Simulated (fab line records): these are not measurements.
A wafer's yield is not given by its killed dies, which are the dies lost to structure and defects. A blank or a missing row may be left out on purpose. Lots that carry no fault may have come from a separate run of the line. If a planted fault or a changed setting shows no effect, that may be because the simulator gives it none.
fab line records	flow n5-finfet
record: lots: 24	wafers: 72	last-day: 18
route steps=1938 shown BEOL_M9@1405 BEOL_M10@1493
lots that met no fault: from a run of the same line without faults
start-h: start of the lot's first displayed wafer, in hours after the record's first day	wait-h: how many hours have passed since the lot's step before this one	" the same as in the row above	L1.1+2: a single row standing in for several wafers	- no value present, or no start provided	* or withheld: withheld	< > ~ a bound
route shown NAME@n: a module of which the file shows steps, and the number in the route of the first	usual: mean/standard deviation of fault-free wafers	same: alike in all rows	chamber/n: place in a boat	sites: each site's reading	_std_site: the standard deviation of these	_edge_site: mean of outer sites minus mean of inner sites	radius-mm: how far each site lies from the wafer's centre	mask NAME#n: copy n	behind: the most recent tool/chamber to have shaped the wafer	hold: the reason the lot was held/the length of the hold in hours/how it ended	device: whichever transistor did not switch (one of n, p or np)	end of line: at the end of the route, the tests of the same wafers	a step with no rows: only its recipe	killed: the dies lost at the first sort to structure and to defects; this is not the yield of the wafer	map: per-die view of a wafer (x killed, . not killed, _ where there is no die)
set.NAME: the run value of the setting; set.NAME@STEP: its run value at that earlier step	model.NAME: the simulator's own value behind a step, which no gauge read
steps of the route over a sample of lots; a table a step, a row a wafer
services: when a tool's chamber went out of use (start-h, in hours from the record's first day, below 0 if earlier), for how many hours, and the reason
== steps ==
step: N5_BEOL_M9_HM_DEP_02
recipe: material: TiN	target-thk-a: 200	temp-c: 25	chamber-pressure-pa: 0.49996
usual: throttle-valve-pct: 30.0/0.93
lot.wafer	tool	chamber	start-h	wait-h	throttle-valve-pct
L075.3	pvd-sputter-02	-	225.80	2.5	31.2
L075.4	"	-	"	"	28.9
L075.6	"	-	"	"	29.8
L074.1	pvd-sputter-01	-	225.96	0.6	31.2
L074.4	"	-	"	"	29.1
L074.5	"	-	"	"	29.9
L078.1	pvd-sputter-03	-	242.80	1.9	30.3
L078.2	"	-	"	"	30.7
L078.6	"	-	"	"	30.5
L076.2	pvd-sputter-01	-	249.17	0.6	30.5
L076.3	"	-	"	"	29.0
L076.5	"	-	"	"	31.4
L079.1	pvd-sputter-01	-	252.11	1.8	30.4
L079.2	"	-	"	"	31.5
L079.5	"	-	"	"	28.9
L081.2	pvd-sputter-01	-	255.45	1.1	31.3
L081.5	"	-	"	"	31.3
L081.6	"	-	"	"	29.9
L077.2	pvd-sputter-03	-	255.62	0.7	30.2
L077.3	"	-	"	"	30.0
L077.5	"	-	"	"	29.7
L080.2	pvd-sputter-01	-	255.83	0.6	30.1
L080.3	"	-	"	"	29.1
L080.5	"	-	"	"	31.2
L082.1	pvd-sputter-02	-	272.70	1.9	28.4
L082.2	"	-	"	"	29.8
L082.3	"	-	"	"	29.0
L083.4	pvd-sputter-02	-	272.90	1.5	29.8
L083.5	"	-	"	"	28.8
L083.6	"	-	"	"	28.5
L085.4	pvd-sputter-02	-	276.62	1.1	28.7
L085.5	"	-	"	"	31.1
L085.6	"	-	"	"	29.9
L084.2	pvd-sputter-01	-	279.78	2.2	30.6
L084.3	"	-	"	"	29.2
L084.4	"	-	"	"	31.2
L087.2	pvd-sputter-01	-	294.81	0.7	29.9
L087.3	"	-	"	"	30.5
L087.6	"	-	"	"	30.2
L086.2	pvd-sputter-02	-	298.52	1.0	29.8
L086.4	"	-	"	"	29.4
L086.5	"	-	"	"	28.7
L088.1	pvd-sputter-03	-	305.52	1.3	30.1
L088.3	"	-	"	"	30.3
L088.4	"	-	"	"	30.4
L090.3	pvd-sputter-02	-	314.06	1.1	31.3
L090.4	"	-	"	"	29.2
L090.6	"	-	"	"	31.0
L093.1	pvd-sputter-02	-	323.70	0.1	28.8
L093.2	"	-	"	"	29.9
L093.6	"	-	"	"	29.6
L089.3	pvd-sputter-02	-	325.92	2.0	28.5
L089.4	"	-	"	"	31.2
L089.5	"	-	"	"	28.5
L092.1	pvd-sputter-02	-	326.34	2.1	31.2
L092.4	"	-	"	"	31.4
L092.6	"	-	"	"	28.6
L091.2	pvd-sputter-02	-	326.44	2.1	31.1
L091.4	"	-	"	"	29.9
L091.5	"	-	"	"	30.8
L094.2	pvd-sputter-02	-	326.64	1.5	31.6
L094.3	"	-	"	"	29.9
L094.6	"	-	"	"	31.2
L096.1	pvd-sputter-03	-	348.65	1.0	29.7
L096.2	"	-	"	"	30.6
L096.5	"	-	"	"	30.2
L095.1	pvd-sputter-03	-	348.93	0.8	30.6
L095.3	"	-	"	"	30.1
L095.5	"	-	"	"	29.4
L097.1	pvd-sputter-03	-	357.29	2.5	29.9
L097.2	"	-	"	"	30.1
L097.4	"	-	"	"	30.5
step: N5_BEOL_M9_INSPECT_30
recipe: mode: adi	inspect-instrument: brightfield
usual: raw-defect-count: 380/85
lot.wafer	tool	chamber	start-h	wait-h	raw-defect-count
L075.3	defect-inspect-01	-	228.42	0.0	424
L075.4	"	-	"	"	412
L075.6	"	-	"	"	431
L074.1	defect-inspect-02	-	228.46	0.1	344
L074.4	"	-	"	"	310
L074.5	"	-	"	"	312
L078.1	defect-inspect-02	-	246.08	0.1	664
L078.2	"	-	"	"	378
L078.6	"	-	"	"	447
L076.2	defect-inspect-01	-	251.37	0.0	312
L076.3	"	-	"	"	384
L076.5	"	-	"	"	349
L079.1	defect-inspect-02	-	254.86	0.1	324
L079.2	"	-	"	"	423
L079.5	"	-	"	"	292
L081.2	defect-inspect-02	-	257.42	0.0	453
L081.5	"	-	"	"	452
L081.6	"	-	"	"	588
L080.2	defect-inspect-02	-	257.50	0.0	440
L080.3	"	-	"	"	413
L080.5	"	-	"	"	411
L077.2	defect-inspect-01	-	257.64	0.0	392
L077.3	"	-	"	"	539
L077.5	"	-	"	"	602
L082.1	defect-inspect-02	-	275.51	0.1	434
L082.2	"	-	"	"	446
L082.3	"	-	"	"	518
L083.4	defect-inspect-02	-	275.68	0.0	205
L083.5	"	-	"	"	285
L083.6	"	-	"	"	310
L085.4	defect-inspect-01	-	279.39	0.0	329
L085.5	"	-	"	"	312
L085.6	"	-	"	"	360
L084.2	defect-inspect-01	-	281.26	0.0	295
L084.3	"	-	"	"	474
L084.4	"	-	"	"	293
L087.2	defect-inspect-01	-	296.66	0.0	298
L087.3	"	-	"	"	352
L087.6	"	-	"	"	403
L086.2	defect-inspect-01	-	299.95	0.0	365
L086.4	"	-	"	"	438
L086.5	"	-	"	"	258
L088.1	defect-inspect-01	-	308.04	0.1	493
L088.3	"	-	"	"	374
L088.4	"	-	"	"	452
L090.3	defect-inspect-01	-	318.05	0.0	374
L090.4	"	-	"	"	328
L090.6	"	-	"	"	349
L093.1	defect-inspect-02	-	326.13	0.1	525
L093.2	"	-	"	"	516
L093.6	"	-	"	"	388
L089.3	defect-inspect-01	-	327.62	0.0	385
L089.4	"	-	"	"	352
L089.5	"	-	"	"	346
L092.1	defect-inspect-01	-	327.76	0.1	337
L092.4	"	-	"	"	448
L092.6	"	-	"	"	411
L091.2	defect-inspect-01	-	328.29	0.0	388
L091.4	"	-	"	"	523
L091.5	"	-	"	"	390
L094.2	defect-inspect-01	-	328.40	0.0	412
L094.3	"	-	"	"	351
L094.6	"	-	"	"	258
L096.1	defect-inspect-01	-	350.44	0.1	244
L096.2	"	-	"	"	341
L096.5	"	-	"	"	316
L095.1	defect-inspect-02	-	350.63	0.1	438
L095.3	"	-	"	"	416
L095.5	"	-	"	"	458
L097.1	defect-inspect-01	-	361.23	0.1	400
L097.2	"	-	"	"	428
L097.4	"	-	"	"	282
step: N5_BEOL_M9_ETCH_41
recipe: chemistry: CH3F/O2	target: SiCN	target-depth-a: 366	taper-deg: 2	time-s: 70.1	ion-energy-ev: 120	mask-material: TiN	pressure-mtorr: 30	source-w: 395	bias-w: 75	Ar_flow_sccm: 150	CH3F_flow_sccm: 30	O2_flow_sccm: 20
usual: CH3F_flow_sccm: 29.99/0.087	O2_flow_sccm: 20.00/0.057	drypump-motor-current-A: 5.7/0.33	oes-product-au: 0.77/0.069	rf-vpp-V: 297.2/1.8	showerhead-plenum-p-Torr: 2.00/0.074	throttle-valve-pct: 16.36/0.24
lot.wafer	tool	chamber	start-h	wait-h	CH3F_flow_sccm	O2_flow_sccm	drypump-motor-current-A	oes-product-au	rf-hours-counter-h	rf-vpp-V	showerhead-plenum-p-Torr	throttle-valve-pct
L075.3	rie-diel-03	3	-	-	30.12	20.08	5.9	0.70	229	297.5	1.99	16.60
L075.4	"	2	"	"	29.95	20.01	5.7	0.77	160	298.5	2.10	16.78
L075.6	"	3	"	"	29.93	20.03	5.9	0.70	-	297.3	1.99	16.60
L074.1	rie-diel-01	1	-	-	30.03	20.10	5.9	0.73	206	295.7	1.91	16.58
L074.4	"	3	"	"	30.03	20.08	5.7	0.75	153	296.1	1.92	16.51
L074.5	"	1	"	"	30.16	20.01	5.9	0.74	-	296.0	1.91	16.57
L078.1	rie-diel-04	2	-	-	30.08	19.95	6.0	0.68	234	294.6	1.88	16.42
L078.2	"	0	"	"	29.90	19.96	5.7	0.76	125	297.3	2.00	16.32
L078.6	"	1	"	"	30.13	19.94	5.7	0.86	-	296.3	1.95	16.12
L076.2	rie-diel-03	2	-	-	30.09	20.01	5.6	0.76	168	298.3	2.10	16.81
L076.3	"	0	"	"	30.06	20.00	5.7	0.84	65	299.1	2.11	16.49
L076.5	"	1	"	"	29.87	19.92	5.4	0.79	-	297.2	2.03	16.30
L079.1	rie-diel-01	3	-	-	30.07	19.99	5.7	0.75	161	295.3	1.91	16.52
L079.2	"	0	"	"	30.20	19.99	5.8	0.82	73	299.0	2.04	16.11
L079.5	"	1	"	"	29.89	20.00	5.9	0.72	-	293.1	1.91	16.59
L081.2	rie-diel-04	0	-	-	30.16	19.98	5.7	0.77	128	296.3	2.00	16.34
L081.5	"	3	"	"	29.92	20.06	5.0	0.76	-	297.1	1.99	15.98
L081.6	"	2	"	"	30.12	20.03	6.1	0.68	-	294.5	1.88	16.41
L080.2	rie-diel-01	2	-	-	30.12	20.04	6.3	0.73	199	297.9	2.08	16.46
L080.3	"	3	"	"	30.08	20.07	5.7	0.74	162	295.8	1.91	16.51
L080.5	"	1	"	"	29.79	19.96	5.9	0.73	-	295.2	1.91	16.61
L077.2	rie-diel-03	3	-	-	30.04	20.08	5.9	0.68	239	296.3	1.99	16.63
L077.3	"	2	"	"	30.05	19.99	5.7	0.74	170	299.3	2.10	16.80
L077.5	"	1	"	"	30.02	19.97	5.4	0.78	-	295.5	2.03	16.31
L082.1	rie-diel-01	3	-	-	29.93	20.09	5.7	0.74	167	295.7	1.91	16.54
L082.2	"	1	"	"	29.97	20.06	5.9	0.72	221	294.8	1.91	16.58
L082.3	"	0	"	"	29.86	20.10	5.8	0.81	80	298.6	2.03	16.12
L083.4	rie-diel-03	3	-	-	29.98	20.05	5.9	0.68	245	297.6	1.99	16.62
L083.5	"	3	"	"	29.97	20.02	5.9	0.68	-	297.5	1.99	16.63
L083.6	"	0	"	"	30.03	20.02	5.7	0.84	-	300.6	2.11	16.52
L085.4	rie-diel-04	2	-	-	29.73	20.02	6.0	0.68	243	294.8	1.88	16.44
L085.5	"	2	"	"	29.98	19.96	6.0	0.68	-	294.3	1.88	16.45
L085.6	"	1	"	"	29.97	19.96	5.6	0.85	-	295.4	1.94	16.15
L084.2	rie-diel-01	2	-	-	30.06	20.01	6.4	0.72	206	297.8	2.08	16.47
L084.3	"	0	"	"	29.80	20.06	5.8	0.80	82	299.0	2.03	16.12
L084.4	"	1	"	"	30.02	19.94	5.9	0.72	223	295.1	1.91	16.58
L087.2	rie-diel-04	2	-	-	29.95	20.05	6.0	0.67	250	295.4	1.88	16.45
L087.3	"	1	"	"	29.97	20.03	5.7	0.83	97	294.8	1.94	16.15
L087.6	"	2	"	"	29.87	19.89	6.0	0.67	-	295.5	1.88	16.44
L086.2	rie-diel-03	1	-	-	30.00	20.06	5.4	0.77	141	297.7	2.03	16.33
L086.4	"	1	"	"	30.04	19.96	5.4	0.78	-	297.5	2.03	16.34
L086.5	"	2	"	"	30.05	20.02	5.7	0.74	-	299.4	2.09	16.84
L088.1	rie-diel-01	3	-	-	30.05	19.94	5.7	0.73	177	294.7	1.91	16.55
L088.3	"	1	"	"	30.03	19.92	5.9	0.70	231	296.0	1.91	16.61
L088.4	"	2	"	"	30.04	20.03	6.4	0.71	213	301.0	2.08	16.47
L090.3	rie-diel-04	3	-	-	29.95	20.05	5.0	0.75	166	296.4	1.99	16.02
L090.4	"	0	"	"	29.88	20.00	5.7	0.74	-	297.3	1.99	16.37
L090.6	"	1	"	"	29.97	20.00	5.7	0.83	-	295.0	1.94	16.16
L093.1	rie-diel-04	2	-	-	30.01	20.02	6.0	0.99	1	300.8	2.13	16.00
L093.2	"	0	"	"	29.95	19.88	5.7	0.74	150	297.1	1.99	16.35
L093.6	"	1	"	"	29.99	19.99	5.7	0.82	-	295.9	1.94	16.19
L089.3	rie-diel-04	0	-	-	30.08	20.00	5.7	0.75	151	296.5	1.99	16.36
L089.4	"	3	"	"	29.96	19.95	5.0	0.75	170	298.0	1.98	16.01
L089.5	"	3	"	"	29.97	19.92	5.0	0.76	-	298.5	1.98	16.02
L092.1	rie-diel-01	0	-	-	30.02	19.99	5.8	0.78	97	296.9	2.03	16.16
L092.4	"	3	"	"	29.99	19.87	5.7	0.72	184	294.9	1.91	16.54
L092.6	"	1	"	"	29.84	20.04	5.9	0.70	-	296.0	1.90	16.63
L091.2	rie-diel-01	0	-	-	30.04	19.89	5.8	0.79	97	298.0	2.03	16.14
L091.4	"	3	"	"	29.88	19.91	5.7	0.72	184	297.4	1.91	16.56
L091.5	"	2	"	"	29.88	20.04	6.4	0.71	-	298.3	2.08	16.50
L094.2	rie-diel-04	2	-	-	29.99	19.98	6.1	0.98	1	300.0	2.13	16.03
L094.3	"	0	"	"	30.07	20.02	5.7	0.74	151	296.4	1.99	16.36
L094.6	"	2	"	"	29.90	20.02	6.0	0.98	-	300.7	2.13	16.00
L096.1	rie-diel-01	3	-	-	30.13	20.08	5.7	0.72	190	294.0	1.90	16.57
L096.2	"	2	"	"	29.95	19.87	6.3	0.71	225	299.3	2.07	16.51
L096.5	"	3	"	"	29.94	19.98	5.7	0.72	-	294.3	1.90	16.57
L095.1	rie-diel-03	0	-	-	29.93	20.03	5.7	0.80	100	298.1	2.10	16.57
L095.3	"	2	"	"	29.96	20.07	5.6	0.73	200	298.5	2.09	16.87
L095.5	"	0	"	"	29.87	19.92	5.7	0.80	-	300.6	2.10	16.57
L097.1	rie-diel-04	2	-	-	29.98	20.00	6.0	0.92	12	300.1	2.12	16.01
L097.2	"	1	"	"	29.96	20.07	5.7	0.81	121	295.0	1.93	16.20
L097.4	"	3	"	"	30.04	19.97	5.0	0.73	180	297.1	1.98	16.04
step: N5_BEOL_M9_CURE_72
recipe: temp-c: 370	time-s: 120	ambient: DMADMS/He	material: SiCOH_lowk
usual: lamp-power-pct: 52.31/0.057	wafer_temp_C_max: 371.8/0.56
lot.wafer	tool	chamber	start-h	wait-h	lamp-power-pct	wafer_temp_C_max
L075.3	uv-cure-01	1	229.46	0.2	52.37	372.3
L075.4	"	1	"	"	52.28	372.5
L075.6	"	1	"	"	52.22	371.9
L074.1	uv-cure-01	0	229.66	0.3	52.23	371.5
L074.4	"	0	"	"	52.34	371.4
L074.5	"	0	"	"	52.27	371.4
L078.1	uv-cure-02	2	246.77	0.0	52.32	372.3
L078.2	"	2	"	"	52.26	372.8
L078.6	"	2	"	"	52.31	373.6
L076.2	uv-cure-02	2	252.10	0.1	52.46	371.5
L076.3	"	2	"	"	52.22	372.0
L076.5	"	2	"	"	52.24	372.0
L079.1	uv-cure-01	2	255.62	0.1	52.41	371.5
L079.2	"	2	"	"	52.22	371.5
L079.5	"	2	"	"	52.36	371.5
L081.2	uv-cure-03	0	258.21	0.1	52.28	371.5
L081.5	"	0	"	"	52.28	371.0
L081.6	"	0	"	"	52.44	371.4
L077.2	uv-cure-01	2	258.77	0.5	52.33	371.4
L077.3	"	2	"	"	52.23	371.9
L077.5	"	2	"	"	52.32	371.9
L080.2	uv-cure-03	1	258.81	0.5	52.30	371.2
L080.3	"	1	"	"	52.28	371.9
L080.5	"	1	"	"	52.23	371.9
L082.1	uv-cure-01	0	276.20	0.0	52.35	371.1
L082.2	"	0	"	"	52.20	371.8
L082.3	"	0	"	"	52.36	371.4
L083.4	uv-cure-01	2	276.95	0.5	52.46	372.5
L083.5	"	2	"	"	52.27	371.3
L083.6	"	2	"	"	52.31	371.0
L085.4	uv-cure-02	2	280.37	0.3	52.35	372.0
L085.5	"	2	"	"	52.32	371.4
L085.6	"	2	"	"	52.26	371.7
L084.2	uv-cure-01	0	282.03	0.1	52.29	371.1
L084.3	"	0	"	"	52.40	371.7
L084.4	"	0	"	"	52.18	371.4
L087.2	uv-cure-01	2	297.39	0.1	52.36	371.0
L087.3	"	2	"	"	52.24	371.3
L087.6	"	2	"	"	52.27	371.6
L086.2	uv-cure-03	2	300.96	0.4	52.35	373.3
L086.4	"	2	"	"	52.28	372.8
L086.5	"	2	"	"	52.32	371.7
L088.1	uv-cure-03	1	308.73	0.0	52.38	372.1
L088.3	"	1	"	"	52.29	371.4
L088.4	"	1	"	"	52.41	372.0
L090.3	uv-cure-01	1	318.85	0.1	52.28	372.5
L090.4	"	1	"	"	52.29	372.1
L090.6	"	1	"	"	52.39	372.4
L093.1	uv-cure-03	2	326.82	0.0	52.31	372.6
L093.2	"	2	"	"	52.31	372.7
L093.6	"	2	"	"	52.34	373.2
L092.1	uv-cure-02	2	328.52	0.0	52.33	372.3
L092.4	"	2	"	"	52.42	371.6
L092.6	"	2	"	"	52.29	371.9
L089.3	uv-cure-01	2	328.60	0.1	52.35	371.2
L089.4	"	2	"	"	52.26	371.9
L089.5	"	2	"	"	52.32	371.3
L091.2	uv-cure-01	1	329.03	0.1	52.37	371.8
L091.4	"	1	"	"	52.23	372.1
L091.5	"	1	"	"	52.33	372.2
L094.2	uv-cure-01	0	329.33	0.3	52.29	371.6
L094.3	"	0	"	"	52.22	371.1
L094.6	"	0	"	"	52.36	371.3
L096.1	uv-cure-01	0	351.12	0.0	52.32	372.0
L096.2	"	0	"	"	52.30	371.8
L096.5	"	0	"	"	52.37	371.7
L095.1	uv-cure-03	1	351.32	0.0	52.31	371.7
L095.3	"	1	"	"	52.31	371.5
L095.5	"	1	"	"	52.28	371.1
L097.1	uv-cure-02	0	361.92	0.0	52.18	371.1
L097.2	"	0	"	"	52.29	371.4
L097.4	"	0	"	"	52.29	371.6
step: N5_BEOL_M10_CD_MEAS_18
recipe: pitch-nm: 140	target-cd-nm: 70
usual: cd-nm: 70.7/0.8
lot.wafer	tool	chamber	start-h	wait-h	cd-nm
L075.3	cd-sem-02	-	234.50	0.1	71.7
L075.4	"	-	"	"	72.0
L075.6	"	-	"	"	70.6
L074.1	cd-sem-02	-	234.75	0.0	70.1
L074.4	"	-	"	"	71.2
L074.5	"	-	"	"	70.1
L078.1	cd-sem-01	-	253.85	0.0	70.4
L078.2	"	-	"	"	71.3
L078.6	"	-	"	"	72.0
L076.2	cd-sem-03	-	256.78	0.1	71.2
L076.3	"	-	"	"	71.3
L076.5	"	-	"	"	71.3
L079.1	cd-sem-03	-	259.80	0.0	70.4
L079.2	"	-	"	"	69.6
L079.5	"	-	"	"	69.6
L081.2	cd-sem-01	-	263.21	0.1	70.6
L081.5	"	-	"	"	69.7
L081.6	"	-	"	"	71.9
L077.2	cd-sem-01	-	265.87	0.1	70.7
L077.3	"	-	"	"	70.5
L077.5	"	-	"	"	70.7
L080.2	cd-sem-03	-	266.12	0.1	70.2
L080.3	"	-	"	"	72.3
L080.5	"	-	"	"	72.0
L082.1	cd-sem-01	-	281.30	0.0	70.1
L082.2	"	-	"	"	71.5
L082.3	"	-	"	"	72.0
L083.4	cd-sem-03	-	282.83	0.1	71.3
L083.5	"	-	"	"	70.0
L083.6	"	-	"	"	70.5
L085.4	cd-sem-02	-	286.17	0.1	70.3
L085.5	"	-	"	"	70.3
L085.6	"	-	"	"	69.1
L084.2	cd-sem-02	-	291.18	0.1	69.8
L084.3	"	-	"	"	70.7
L084.4	"	-	"	"	70.2
L087.2	cd-sem-02	-	302.12	0.1	71.5
L087.3	"	-	"	"	70.8
L087.6	"	-	"	"	70.2
L086.2	cd-sem-01	-	306.58	0.1	71.3
L086.4	"	-	"	"	70.7
L086.5	"	-	"	"	69.8
L088.1	cd-sem-02	-	314.82	0.0	69.8
L088.3	"	-	"	"	70.0
L088.4	"	-	"	"	69.4
L090.3	cd-sem-01	-	324.04	0.1	70.5
L090.4	"	-	"	"	71.6
L090.6	"	-	"	"	69.6
L093.1	cd-sem-02	-	332.44	0.0	72.0
L093.2	"	-	"	"	71.9
L093.6	"	-	"	"	71.6
L092.1	cd-sem-02	-	334.93	0.0	70.1
L092.4	"	-	"	"	69.9
L092.6	"	-	"	"	71.7
L089.3	cd-sem-03	-	335.06	0.1	70.6
L089.4	"	-	"	"	70.5
L089.5	"	-	"	"	72.1
L094.2	cd-sem-03	-	335.37	0.1	70.0
L094.3	"	-	"	"	71.5
L094.6	"	-	"	"	70.6
L091.2	cd-sem-03	-	335.60	0.1	69.5
L091.4	"	-	"	"	69.6
L091.5	"	-	"	"	70.1
L095.1	cd-sem-03	-	358.85	0.0	70.5
L095.3	"	-	"	"	71.4
L095.5	"	-	"	"	70.0
L096.1	cd-sem-02	-	359.03	0.0	70.0
L096.2	"	-	"	"	71.8
L096.5	"	-	"	"	71.1
L097.1	cd-sem-02	-	368.89	0.0	71.6
L097.2	"	-	"	"	71.0
L097.4	"	-	"	"	70.9
step: N5_BEOL_M10_CD_MEAS_35
recipe: target-cd-nm: 70	polarity: opening
usual: cd-nm: 70.7/0.78
lot.wafer	tool	chamber	start-h	wait-h	cd-nm
L075.3	cd-sem-02	-	237.17	0.0	71.5
L075.4	"	-	"	"	71.5
L075.6	"	-	"	"	70.3
L074.1	cd-sem-01	-	238.21	0.0	70.3
L074.4	"	-	"	"	71.3
L074.5	"	-	"	"	70.2
L078.1	cd-sem-03	-	255.41	0.0	70.8
L078.2	"	-	"	"	71.2
L078.6	"	-	"	"	72.0
L076.2	cd-sem-03	-	258.23	0.0	70.7
L076.3	"	-	"	"	71.4
L076.5	"	-	"	"	71.7
L079.1	cd-sem-01	-	261.56	0.0	70.5
L079.2	"	-	"	"	69.8
L079.5	"	-	"	"	69.7
L081.2	cd-sem-01	-	264.48	0.0	70.1
L081.5	"	-	"	"	69.6
L081.6	"	-	"	"	72.2
L077.2	cd-sem-02	-	267.02	0.0	71.0
L077.3	"	-	"	"	69.7
L077.5	"	-	"	"	70.8
L080.2	cd-sem-03	-	267.48	0.0	70.4
L080.3	"	-	"	"	72.3
L080.5	"	-	"	"	72.3
L082.1	cd-sem-01	-	282.34	0.0	70.2
L082.2	"	-	"	"	71.7
L082.3	"	-	"	"	72.4
L083.4	cd-sem-03	-	286.11	0.0	71.4
L083.5	"	-	"	"	69.6
L083.6	"	-	"	"	70.0
L085.4	cd-sem-02	-	287.33	0.0	69.5
L085.5	"	-	"	"	70.7
L085.6	"	-	"	"	69.0
L084.2	cd-sem-02	-	292.87	0.0	69.4
L084.3	"	-	"	"	70.8
L084.4	"	-	"	"	70.2
L087.2	cd-sem-03	-	303.15	0.0	71.2
L087.3	"	-	"	"	70.8
L087.6	"	-	"	"	70.4
L086.2	cd-sem-02	-	308.55	0.0	71.7
L086.4	"	-	"	"	70.9
L086.5	"	-	"	"	70.2
L088.1	cd-sem-01	-	318.91	0.0	70.1
L088.3	"	-	"	"	69.8
L088.4	"	-	"	"	69.7
L090.3	cd-sem-03	-	326.51	0.0	70.6
L090.4	"	-	"	"	71.1
L090.6	"	-	"	"	69.6
L093.1	cd-sem-02	-	333.90	0.0	71.8
L093.2	"	-	"	"	72.1
L093.6	"	-	"	"	71.4
L092.1	cd-sem-03	-	336.07	0.0	70.4
L092.4	"	-	"	"	70.3
L092.6	"	-	"	"	71.3
L089.3	cd-sem-03	-	336.31	0.0	70.5
L089.4	"	-	"	"	70.7
L089.5	"	-	"	"	72.3
L094.2	cd-sem-02	-	338.47	0.0	70.4
L094.3	"	-	"	"	71.4
L094.6	"	-	"	"	70.2
L091.2	cd-sem-02	-	338.62	0.0	69.9
L091.4	"	-	"	"	69.5
L091.5	"	-	"	"	70.0
L095.1	cd-sem-03	-	361.90	0.0	70.2
L095.3	"	-	"	"	71.0
L095.5	"	-	"	"	70.4
L096.1	cd-sem-03	-	362.35	0.0	69.9
L096.2	"	-	"	"	71.8
L096.5	"	-	"	"	70.6
L097.1	cd-sem-02	-	371.31	0.0	71.4
L097.2	"	-	"	"	70.7
L097.4	"	-	"	"	70.6
== services ==
tool	chamber	start-h	hours	kind
rie-diel-01	-	207.15	2.3	repair
uv-cure-02	-	211.34	5.0	pm
uv-cure-02	-	216.34	7.5	pm
uv-cure-02	-	228.90	3.4	pm
rie-diel-01	-	229.78	2.5	repair
uv-cure-02	-	233.65	6.0	pm
rie-diel-03	-	262.64	0.5	repair
uv-cure-03	-	265.82	1.0	pm
uv-cure-02	-	272.40	7.0	repair
rie-diel-04	0	289.58	7.4	repair
rie-diel-03	3	292.15	-	clean
rie-diel-03	3	292.15	-	consumable-replace:focus-ring
rie-diel-03	3	292.15	28.0	scheduled-down
rie-diel-04	2	306.17	5.3	repair
rie-diel-04	2	311.66	-	clean
rie-diel-04	2	311.66	-	consumable-replace:focus-ring
rie-diel-04	2	311.66	-	consumable-replace:showerhead
rie-diel-04	2	311.66	12.8	scheduled-down
rie-diel-04	2	311.66	12.8	vent-cycle
rie-diel-03	2	342.53	6.8	repair
rie-diel-04	0	344.79	4.5	repair
uv-cure-01	-	344.91	0.8	repair
uv-cure-02	-	346.62	6.2	repair
rie-diel-01	3	352.67	2.8	repair
== key ==
fault none
